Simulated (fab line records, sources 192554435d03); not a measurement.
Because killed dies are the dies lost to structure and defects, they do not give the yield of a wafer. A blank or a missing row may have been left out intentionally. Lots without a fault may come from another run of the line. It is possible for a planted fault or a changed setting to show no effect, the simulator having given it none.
A struck lot beside a sound one -- flow n5Finfet -- 14 out of 1938 route steps
Sound: wafers L288.2, L288.3, L288.4. Wafers struck: L301.1, L301.6. Last of all comes the cause.
Per side, at each step with rows, come the tool, then ch with its chambers, and then its first start. Under that, the readings that differ: sound wafers -- struck wafers -- difference of the means -- sigmas: that difference in standard deviations of wafers without a fault.
alike: a reading whose means differ by less than 2 such deviations, as well as words and numbers matching on both sides. not compared: withheld readings; readings where some wafer has no value; bounds like >300 that might hide an equal value; numbers whose values overlap and for which the record gives no deviation.
Wherever a step has rows on one side only, a row that says differs or no value, or a row with sigmas, the two part there. Non-overlapping numbers with no deviation appear without sigmas and do not part them. A reading that every wafer of one side lacks parts them only if that side has two wafers or more.

N5_HKMG_FIN_ALD_72: deposits W, target thk 2 nm, pulse time 1 s, purge time 2 s.
  sound on cvdW-01 ch 0,1, day 6 11:49; struck on cvdW-02 ch 0,1, day 9 18:55
  alike: heaterPowerW, precursorPulseHeightRel
  not compared: sinceWetCleanH
then, 3 steps without rows for these wafers: N5_HKMG_FIN_W_FILL_22 (material W, target thk 60 nm, time 18.2 s); N5_HKMG_FIN_PRECLEAN_83 (cleans in DIW, time 57.5 s); N5_HKMG_FIN_SRD_84 (dry time 32 s).
N5_HKMG_FIN_CMP_23: polishes, stops on SiNx, t overpolish 10 s, target thk 46.326 nm.
  sound on cmp-04 ch 0,1,2, day 6 11:59; struck on cmp-04 ch 0,3, day 9 19:10
  alike: motorCurrentA, overpolishRunS, timeToEndpointS
N5_HKMG_FIN_CMP_94: polishes, stops on SiNx, t overpolish 4.7 s, target thk 43.299 nm.
  sound on cmp-04 ch 0,1,2, day 6 13:15; struck on cmp-04 ch 0,3, day 9 19:36
  alike: motorCurrentA
N5_HKMG_FIN_INSPECT_28: inspects for defects (darkfield).
  sound on defectInspect-02, day 6 13:29; struck on defectInspect-01, day 9 19:48
  alike: rawDefectCount
N5_GATE_CUT_ETCHBACK_00: etches W in SF6/Cl2.
  sound on rieMetal-02 ch 0,1, day 6 13:31; struck on rieMetal-03 ch 0,1, day 9 19:50
  alike: drypumpMotorCurrentA, oesProductAu, rfFwdPowerW, throttleValvePct
  not compared: rfHoursCounterH
then, 3 steps without rows for these wafers: N5_GATE_CUT_ETCH_56 (etches TiN in Cl2/Ar, target depth 21.6 nm); N5_GATE_CUT_ETCHBACK_30 (etches TiN in Cl2/Ar, target depth 3 nm); N5_GATE_CUT_VAPOR_ETCH_60 (etches HfO2 in BCl3/Cl2).
N5_GATE_CUT_ETCH_58: etches SiNx in CH3F/O2, target depth 17 nm, time 128.6 s.
  sound on rieDiel-04 ch 0,1, day 6 13:49; struck on rieDiel-01 ch 2,3, day 9 20:07
reading,sound,struck,difference,sigmas
model.etch.depthNm (nm),16.81 16.99 16.94,20.24 20.62,+3.52,
model.SiNx_of_SDB_ALD_29.thkNm (nm),24.6 24.6 24.6,24.2 24,-0.5,
  alike: CH3F_flow_sccm, drypumpMotorCurrentA, oesProductAu, rfFwdPowerW, rfVppV, showerheadPlenumPTorr, throttleValvePct
  not compared: rfHoursCounterH
N5_GATE_CUT_STRIP_59: strips in N2/H2, time 20 s.
  sound on rieDiel-04 ch 0,1, day 6 13:55; struck on rieDiel-01 ch 2,3, day 9 20:13
  alike: biasPowerW, drypumpMotorCurrentA, oesProductAu, rfVppV, showerheadPlenumPTorr, throttleValvePct
  not compared: rfHoursCounterH
-- a jump in the record: the struck wafers' starts before and after are 4 days apart (it breaks off in module GATE_CUT and resumes in module BEOL_M4, where the first step shown is number 1111 of the route) --
N5_BEOL_M4_RC_MEAS_101:
  sound on prober-01 ch 0, day 10 08:20; struck on prober-01 ch 0, day 13 16:14
  alike: DIBL_N, DIBL_P, IOFF_N, IOFF_P, ION_N, ION_P, SS_N, SS_P, VT_N, VT_P

## WHERE THEY PART
Nowhere in this record.

WHY: what had been put in by the simulator
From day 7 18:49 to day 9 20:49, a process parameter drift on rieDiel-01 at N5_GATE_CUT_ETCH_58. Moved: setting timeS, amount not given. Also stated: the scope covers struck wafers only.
